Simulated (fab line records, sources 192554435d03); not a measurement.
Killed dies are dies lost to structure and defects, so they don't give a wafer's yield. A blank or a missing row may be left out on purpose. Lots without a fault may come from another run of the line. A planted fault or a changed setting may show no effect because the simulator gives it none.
One fault seen from 2 desks | flow n5_finfet | each desk has only its own numbers; what lay behind them comes last

THE TOOL OWNER'S DESK: rie_diel-05
The tool's own readings at N5_MOL_CONTACT_COAG_VIA_ETCH_46 (etches SiO2 in C4F6/O2, target depth 46 nm, overetch 9.2 nm, time 40 s): means of the sampled wafers that have a number, for each lot that ran on this tool. A lot is out of limits, marked OUT, if its mean lies more than 4 standard deviations from the usual mean; the brackets give that distance. Of its 9 readings 7 are shown: those that lie furthest out on some lot.
Columns: A = bias_w at N5_MOL_CONTACT_COAG_VIA_ETCH_46, usual 455.1 W; B = drypump_motor_current_A at N5_MOL_CONTACT_COAG_VIA_ETCH_46, usual 5.7 A; C = oes_f_703_au at N5_MOL_CONTACT_COAG_VIA_ETCH_46, usual 0.78 a.u.; D = oes_product_au at N5_MOL_CONTACT_COAG_VIA_ETCH_46, usual 0.69 a.u.; E = rf_vpp_V at N5_MOL_CONTACT_COAG_VIA_ETCH_46, usual 1586 V; F = showerhead_plenum_p_Torr at N5_MOL_CONTACT_COAG_VIA_ETCH_46, usual 2.85 Torr; G = throttle_valve_pct at N5_MOL_CONTACT_COAG_VIA_ETCH_46, usual 40.95 %
lot  | first seen here | A     | B   | C    | D    | E    | F    | G
L135 | day 6 11:43     | 454.4 | 6.2 | 0.71 | 0.63 | 1574 | 2.86 | 40.89
L136 | day 6 14:26     | 455.7 | 5.5 | 0.69 | 0.62 | 1564 | 2.78 | 40.99
L138 | day 7 03:38     | 455.8 | 6.0 | 0.71 | 0.62 | 1571 | 2.81 | 40.89
L139 | day 7 15:32     | 457.1 | 6.4 | 0.86 | 0.77 | 1608 | 2.91 | 40.90
L152 | day 10 14:19    | 454.4 | 6.1 | 0.83 | 0.73 | 1597 | 2.94 | 40.85
This desk's finding: nothing out of limits on any of the 5 lots.

THE METROLOGY DESK
What the gauges read, lot by lot, whatever tool the lot ran on: means of the sampled wafers that have a number. A lot is out of limits, marked OUT, if its mean lies more than 4 standard deviations from the usual mean; the brackets give that distance. Of its 11 readings 7 are shown: those that lie furthest out on some lot.
Columns: A = DIBL_N at N5_BEOL_M4_RC_MEAS_101, usual 36.3 mV/V; B = IOFF_P at N5_BEOL_M4_RC_MEAS_101, usual 0.211 nA/um; C = ION_N at N5_BEOL_M4_RC_MEAS_101, usual 672 uA/um; D = ION_P at N5_BEOL_M4_RC_MEAS_101, usual 462 uA/um; E = VT_N at N5_BEOL_M4_RC_MEAS_101, usual 249.9 mV; F = VT_P at N5_BEOL_M4_RC_MEAS_101, usual -249.8 mV; G = cd_nm at N5_PASSIVATION_CD_MEAS_44, usual 39999 nm
lot  | first seen here | A    | B     | C   | D   | E     | F      | G
L130 | day 9 04:07     | 37.4 | 0.210 | 671 | 458 | 251.4 | -251.1 | 40001
L135 | day 11 10:13    | 35.8 | 0.188 | 684 | 463 | 249.9 | -251.5 | 39995
L136 | day 11 17:12    | 37.6 | 0.201 | 674 | 455 | 248.8 | -253.1 | 39999
L139 | day 13 23:12    | 35.6 | 0.162 | 667 | 454 | 253.3 | -255.2 | 40000
L147 | day 16 16:17    | 36.2 | 0.226 | 688 | 471 | 246.1 | -247.6 | 40001
L145 | day 17 07:19    | 35.4 | 0.214 | 671 | 463 | 248.9 | -247.9 | 39996
L149 | day 17 07:20    | 36.5 | 0.212 | 675 | 466 | 249.4 | -248.8 | 39998
L138 | day 17 15:38    | 35.9 | 0.190 | 669 | 460 | 250.4 | -252.5 | 39999
L152 | day 17 17:07    | 36.0 | 0.205 | 674 | 460 | 249.1 | -249.5 | 39992
This desk's finding: nothing out of limits on any of the 9 lots.

PUT TOGETHER
The tool owner's desk saw nothing out of limits.
The metrology desk saw nothing out of limits.

WHAT THE SIMULATOR HAD PUT IN
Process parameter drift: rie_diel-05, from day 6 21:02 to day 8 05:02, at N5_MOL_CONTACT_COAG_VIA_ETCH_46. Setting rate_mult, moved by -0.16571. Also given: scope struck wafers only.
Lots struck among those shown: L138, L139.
